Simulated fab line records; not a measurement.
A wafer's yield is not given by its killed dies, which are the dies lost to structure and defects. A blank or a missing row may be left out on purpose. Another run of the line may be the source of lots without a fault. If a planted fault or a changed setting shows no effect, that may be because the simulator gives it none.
Split-lot study / flow n5_finfet / on a route of 1938 steps: 7 lots, 39 wafers read

== THE SPLIT ITSELF ==
At N5_BEOL_M1_CVD_47 (deposits Co from CCTBA/H2, target thk 3 nm, time 223.8 s), the setting target_thk_a was moved away from the recipe's 30 angstrom on 12 of the 39 wafers read, by +33.3% to +54.0%. For the rest of the wafers, this setting stayed at what the recipe calls for.

== FROM THE SPLIT TO THE READING: what the file shows between them, 4 steps ==
- N5_BEOL_M1_SPUTTER_48: material Cu, target thk 4.5 nm, time 8.29 s
- N5_BEOL_M1_ANNEAL_49: time 240 s
- N5_BEOL_M1_ECD_50: material Cu, target thk 300 nm
- N5_BEOL_M1_ANNEAL_51: time 90 s

== THE READING ==
barrier_field_endpoint_s, in s, at N5_BEOL_M1_CMP_52 (polishes, stops on SiOC, t overpolish 6.8 s, target thk 40 nm). Fault-free wafers of this fab line usually give 24.9 s, standard deviation 0.52 s.

wafer=L074.3; tool, chamber at the split=cvd_co-02, 2; target_thk_a as run, angstrom=30; against the recipe=recipe; barrier_field_endpoint_s, s=24.1; against lot-mates on the recipe=-
wafer=L074.1; tool, chamber at the split=cvd_co-02, 1,0,1; target_thk_a as run, angstrom=41.75; against the recipe=+39.2%; barrier_field_endpoint_s, s=25.8; against lot-mates on the recipe=+1.3
wafer=L074.2; tool, chamber at the split=cvd_co-02, 0,2; target_thk_a as run, angstrom=30; against the recipe=recipe; barrier_field_endpoint_s, s=24.9; against lot-mates on the recipe=-
wafer=L074.4; tool, chamber at the split=cvd_co-02, 1,0,1; target_thk_a as run, angstrom=41.75; against the recipe=+39.2%; barrier_field_endpoint_s, s=26.4; against lot-mates on the recipe=+1.9
wafer=L074.5; tool, chamber at the split=cvd_co-02, 0,2; target_thk_a as run, angstrom=30; against the recipe=recipe; barrier_field_endpoint_s, s=24.5; against lot-mates on the recipe=-
wafer=L074.6; tool, chamber at the split=cvd_co-02, 1,0,1; target_thk_a as run, angstrom=41.75; against the recipe=+39.2%; barrier_field_endpoint_s, s=26.6; against lot-mates on the recipe=+2.1
wafer=L075.2; tool, chamber at the split=cvd_co-01, 2,0,1,0,2; target_thk_a as run, angstrom=30; against the recipe=recipe; barrier_field_endpoint_s, s=25.4; against lot-mates on the recipe=-
wafer=L075.3; tool, chamber at the split=cvd_co-01, 2,0,1,0,2; target_thk_a as run, angstrom=30; against the recipe=recipe; barrier_field_endpoint_s, s=25.4; against lot-mates on the recipe=-
wafer=L075.1; tool, chamber at the split=cvd_co-01, 2,0,1,0,2; target_thk_a as run, angstrom=30; against the recipe=recipe; barrier_field_endpoint_s, s=24.9; against lot-mates on the recipe=-
wafer=L075.4; tool, chamber at the split=cvd_co-01, 2,0,1,0,2; target_thk_a as run, angstrom=30; against the recipe=recipe; barrier_field_endpoint_s, s=25.7; against lot-mates on the recipe=-
wafer=L075.5; tool, chamber at the split=cvd_co-01, 1; target_thk_a as run, angstrom=30; against the recipe=recipe; barrier_field_endpoint_s, s=26.2; against lot-mates on the recipe=-
wafer=L075.6; tool, chamber at the split=cvd_co-01, 2,0,1,0,2; target_thk_a as run, angstrom=30; against the recipe=recipe; barrier_field_endpoint_s, s=25.3; against lot-mates on the recipe=-
wafer=L077.3; tool, chamber at the split=cvd_co-02, 2,1,0,1; target_thk_a as run, angstrom=30; against the recipe=recipe; barrier_field_endpoint_s, s=25.4; against lot-mates on the recipe=-
wafer=L077.1; tool, chamber at the split=cvd_co-02, 0,2; target_thk_a as run, angstrom=30; against the recipe=recipe; barrier_field_endpoint_s, s=25.1; against lot-mates on the recipe=-
wafer=L077.2; tool, chamber at the split=cvd_co-02, 2,1,0,1; target_thk_a as run, angstrom=30; against the recipe=recipe; barrier_field_endpoint_s, s=24.7; against lot-mates on the recipe=-
wafer=L077.4; tool, chamber at the split=cvd_co-02, 2,1,0,1; target_thk_a as run, angstrom=30; against the recipe=recipe; barrier_field_endpoint_s, s=25.9; against lot-mates on the recipe=-
wafer=L077.5; tool, chamber at the split=cvd_co-02, 0,2; target_thk_a as run, angstrom=30; against the recipe=recipe; barrier_field_endpoint_s, s=26.3; against lot-mates on the recipe=-
wafer=L077.6; tool, chamber at the split=cvd_co-02, 2,1,0,1; target_thk_a as run, angstrom=30; against the recipe=recipe; barrier_field_endpoint_s, s=25.3; against lot-mates on the recipe=-
wafer=L078.3; tool, chamber at the split=cvd_co-01, 1; target_thk_a as run, angstrom=30; against the recipe=recipe; barrier_field_endpoint_s, s=24.3; against lot-mates on the recipe=-
wafer=L078.1; tool, chamber at the split=cvd_co-01, 2,2,0; target_thk_a as run, angstrom=40.3; against the recipe=+34.3%; barrier_field_endpoint_s, s=25.1; against lot-mates on the recipe=+1.0
wafer=L078.4; tool, chamber at the split=cvd_co-01, 0,1; target_thk_a as run, angstrom=30; against the recipe=recipe; barrier_field_endpoint_s, s=24.5; against lot-mates on the recipe=-
wafer=L078.2; tool, chamber at the split=cvd_co-01, 0,1; target_thk_a as run, angstrom=30; against the recipe=recipe; barrier_field_endpoint_s, s=23.6; against lot-mates on the recipe=-
wafer=L078.5; tool, chamber at the split=cvd_co-01, 2,2,0; target_thk_a as run, angstrom=40.3; against the recipe=+34.3%; barrier_field_endpoint_s, s=26.0; against lot-mates on the recipe=+1.9
wafer=L078.6; tool, chamber at the split=cvd_co-01, 2,2,0; target_thk_a as run, angstrom=40.3; against the recipe=+34.3%; barrier_field_endpoint_s, s=25.7; against lot-mates on the recipe=+1.6
wafer=L082.3; tool, chamber at the split=cvd_co-01, 1,1,2; target_thk_a as run, angstrom=46.21; against the recipe=+54.0%; barrier_field_endpoint_s, s=26.2; against lot-mates on the recipe=+1.9
wafer=L082.4; tool, chamber at the split=cvd_co-01, 2,0; target_thk_a as run, angstrom=30; against the recipe=recipe; barrier_field_endpoint_s, s=24.7; against lot-mates on the recipe=-
wafer=L082.2; tool, chamber at the split=cvd_co-01, 0; target_thk_a as run, angstrom=30; against the recipe=recipe; barrier_field_endpoint_s, s=24.1; against lot-mates on the recipe=-
wafer=L082.1; tool, chamber at the split=cvd_co-01, 2,0; target_thk_a as run, angstrom=30; against the recipe=recipe; barrier_field_endpoint_s, s=24.2; against lot-mates on the recipe=-
wafer=L082.6; tool, chamber at the split=cvd_co-01, 1,1,2; target_thk_a as run, angstrom=46.21; against the recipe=+54.0%; barrier_field_endpoint_s, s=25.9; against lot-mates on the recipe=+1.6
wafer=L082.5; tool, chamber at the split=cvd_co-01, 1,1,2; target_thk_a as run, angstrom=46.21; against the recipe=+54.0%; barrier_field_endpoint_s, s=27.4; against lot-mates on the recipe=+3.1
wafer=L088.2; tool, chamber at the split=cvd_co-01, 1,0; target_thk_a as run, angstrom=30; against the recipe=recipe; barrier_field_endpoint_s, s=24.3; against lot-mates on the recipe=-
wafer=L088.3; tool, chamber at the split=cvd_co-01, 2; target_thk_a as run, angstrom=30; against the recipe=recipe; barrier_field_endpoint_s, s=24.7; against lot-mates on the recipe=-
wafer=L088.4; tool, chamber at the split=cvd_co-01, 1,0; target_thk_a as run, angstrom=30; against the recipe=recipe; barrier_field_endpoint_s, s=24.7; against lot-mates on the recipe=-
wafer=L087.4; tool, chamber at the split=cvd_co-02, 2; target_thk_a as run, angstrom=30; against the recipe=recipe; barrier_field_endpoint_s, s=25.3; against lot-mates on the recipe=-
wafer=L087.2; tool, chamber at the split=cvd_co-02, 1,2; target_thk_a as run, angstrom=30; against the recipe=recipe; barrier_field_endpoint_s, s=24.2; against lot-mates on the recipe=-
wafer=L087.3; tool, chamber at the split=cvd_co-02, 1,2; target_thk_a as run, angstrom=30; against the recipe=recipe; barrier_field_endpoint_s, s=24.6; against lot-mates on the recipe=-
wafer=L087.1; tool, chamber at the split=cvd_co-02, 0,1; target_thk_a as run, angstrom=40; against the recipe=+33.3%; barrier_field_endpoint_s, s=26.1; against lot-mates on the recipe=+1.4
wafer=L087.6; tool, chamber at the split=cvd_co-02, 0; target_thk_a as run, angstrom=40; against the recipe=+33.3%; barrier_field_endpoint_s, s=26.6; against lot-mates on the recipe=+1.9
wafer=L087.5; tool, chamber at the split=cvd_co-02, 0,1; target_thk_a as run, angstrom=40; against the recipe=+33.3%; barrier_field_endpoint_s, s=26.0; against lot-mates on the recipe=+1.3
Where a row lists several chambers, the file gives one row for several wafers and doesn't say which wafer went through which chamber.

FIT RESULTS
A straight line over all 39 wafers: barrier_field_endpoint_s changes by +0.0308 s for each +1% of target_thk_a; r = +0.69; the points scatter about the line by 0.63 s.
The same after taking each lot's own level away (the mean of its wafers on the recipe; 39 wafers): +0.0425 s for each +1%; r = +0.89; scatter 0.42 s.
On that fit, the largest move of target_thk_a shifts the reading by 2.3 s.
The lots' own levels span 24.13 to 25.48 s, that is 2.6 times the standard deviation above.
So the lot-to-lot level blurs the effect unless lot-mates are compared.
Check: +2.38 s against its lot-mates is what the line predicts for one of the wafers moved furthest among these (+54.0%) when that wafer is left out of the fit. Against them it came out at +1.87 s.

== FURTHER SPLITS ON THESE WAFERS ==
Before the reading, these wafers also passed through other splits. Each is held against what the fit with the lots' levels taken away leaves over:
other split on the same wafers=N5_BEOL_M0_SAQP_PECVD_04 time_s; wafers away from the commonest value=12; r with barrier_field_endpoint_s (lot level and that fit taken away)=+0.10

== THE WHOLE CHAIN: every reading that the file lists as answering this split, in the file's order ==
step=N5_BEOL_M1_CVD_47; what it does=deposits Co from CCTBA/H2, target thk 3 nm, time 223.8 s; reading=Co_of_BEOL_M1_CVD_47.thk_nm (the simulator's own value, which no gauge read); change (the file's fit)=+0.0318 nm for each +1% of the setting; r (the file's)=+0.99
step=N5_BEOL_M1_CMP_52; what it does=polishes, stops on SiOC, t overpolish 6.8 s, target thk 40 nm; reading=barrier_field_endpoint_s; change (the file's fit)=+0.0428 s for each +1% of the setting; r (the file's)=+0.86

== FILE'S OWN FIT ==
barrier_field_endpoint_s changes by +0.0428 s for each +1% of target_thk_a, r = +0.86.
